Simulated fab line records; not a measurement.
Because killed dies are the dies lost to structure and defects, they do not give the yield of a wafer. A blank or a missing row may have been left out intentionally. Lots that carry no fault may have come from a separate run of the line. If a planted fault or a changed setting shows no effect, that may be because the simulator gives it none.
Code-filled problem report in 8D (eight disciplines) form | flow nand harc | the parts of the form that need people (team, actions taken, sign-off) are left out

== 1. THE ISSUE ==
At NHARC_A_WL_FILL_RTA_01, wafer_temp_C_max averages 959.0 over 6 wafers from 2 lots, while fault-free wafers read 1004.3, standard deviation 2.3. Relative to the usual mean, that is a shift of -20 standard deviations.
The step: time 5 s.
Earliest sighting: wafer L806.1 on rtp anneal-02 at day 25 08:24. At this step, 36 wafers from 12 lots have a number in the record. By rule, "out" or "out of limits" means more than 4 standard deviations away from the usual mean. All remaining wafers that have a number are taken as sound.

== 2. WHAT IT IS; WHAT IT IS NOT ==
question                    | is                                                                                                                                                      | is not
which readings at this step | wafer_temp_C_max, lamp power pct, lamp_zone_1_pct, lamp_zone_2_pct, lamp_zone_3_pct, lamp_zone_4_pct, lamp_zone_5_pct, lamp_zone_6_pct, lamp_zone_7_pct | -
which lots                  | L806, L807                                                                                                                                              | L795, L796, L798, L799, L802, L804, L805, L816, L817, L818
which wafers of those lots  | all that have a number                                                                                                                                  | -
read on which tools         | rtp anneal-02                                                                                                                                           | rtp anneal-01
when                        | from day 25 08:24                                                                                                                                       | up to then (21 sound wafers); but 9 sound wafers of L816, L817, L818 came after

== 3. WHAT RULES OUT EACH SUSPECT ==
Counting: a tool at any process step up to the reading remains a suspect when it ran all the lots that are out and ran no sound lot after the first of those.
- rtp anneal-02 at NHARC_A_WL_FILL_RTA_01 (time 5 s): ruled out as a lasting fault. The sound lots L816 went through it after L806, its earliest lot that is out (day 25 08:24).
Left after counting: nothing in the record.

== 4. THE CAUSE (what the simulator had put in) ==
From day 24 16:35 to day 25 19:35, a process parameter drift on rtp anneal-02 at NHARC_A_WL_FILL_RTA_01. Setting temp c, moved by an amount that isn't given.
Counting ruled it out, wrongly.

== 5. THE EFFECT CHAIN, in route order ==
Each row: a reading whose mean over the struck wafers that have a number lies more than 3 standard deviations from the usual. Only readings for which the record gives a usual standard deviation are gone through. hours: the time from each lot's start at the first step in this table that gives one to its start at this step, as a median over the lots. sigmas: the change in usual standard deviations.
hours | step                   | reading          | usual  | on struck wafers | change | sigmas
0     | NHARC_A_WL_FILL_RTA_01 | lamp power pct   | 33.6 % | 28.6             | -5.0   | -7.1
0     | NHARC_A_WL_FILL_RTA_01 | lamp_zone_1_pct  | 33.6 % | 28.6             | -5.0   | -7.1
0     | NHARC_A_WL_FILL_RTA_01 | lamp_zone_2_pct  | 33.5 % | 28.6             | -4.9   | -7.0
0     | NHARC_A_WL_FILL_RTA_01 | lamp_zone_3_pct  | 33.6 % | 28.6             | -5.0   | -7.1
0     | NHARC_A_WL_FILL_RTA_01 | lamp_zone_4_pct  | 33.6 % | 28.7             | -4.9   | -7.0
0     | NHARC_A_WL_FILL_RTA_01 | lamp_zone_5_pct  | 33.6 % | 28.6             | -5.0   | -7.1
0     | NHARC_A_WL_FILL_RTA_01 | lamp_zone_6_pct  | 33.5 % | 28.6             | -4.9   | -7.1
0     | NHARC_A_WL_FILL_RTA_01 | lamp_zone_7_pct  | 34.1 % | 29.2             | -4.9   | -6.9
0     | NHARC_A_WL_FILL_RTA_01 | wafer_temp_C_max | 1004.3 | 959.0            | -45.3  | -20
It contains these process steps:
- NHARC_A_WL_FILL_RTA_01: time 5 s.
Later steps that measure or inspect, where all struck wafers having a row at the step show a number for every such reading and not one has moved that far: NHARC_END_SORT_01.

== 6. HOW IT WOULD HAVE BEEN CAUGHT EARLIER ==
In this record no reading fell out of limits until day 25 08:24, 16 hours after the fault had begun at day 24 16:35.
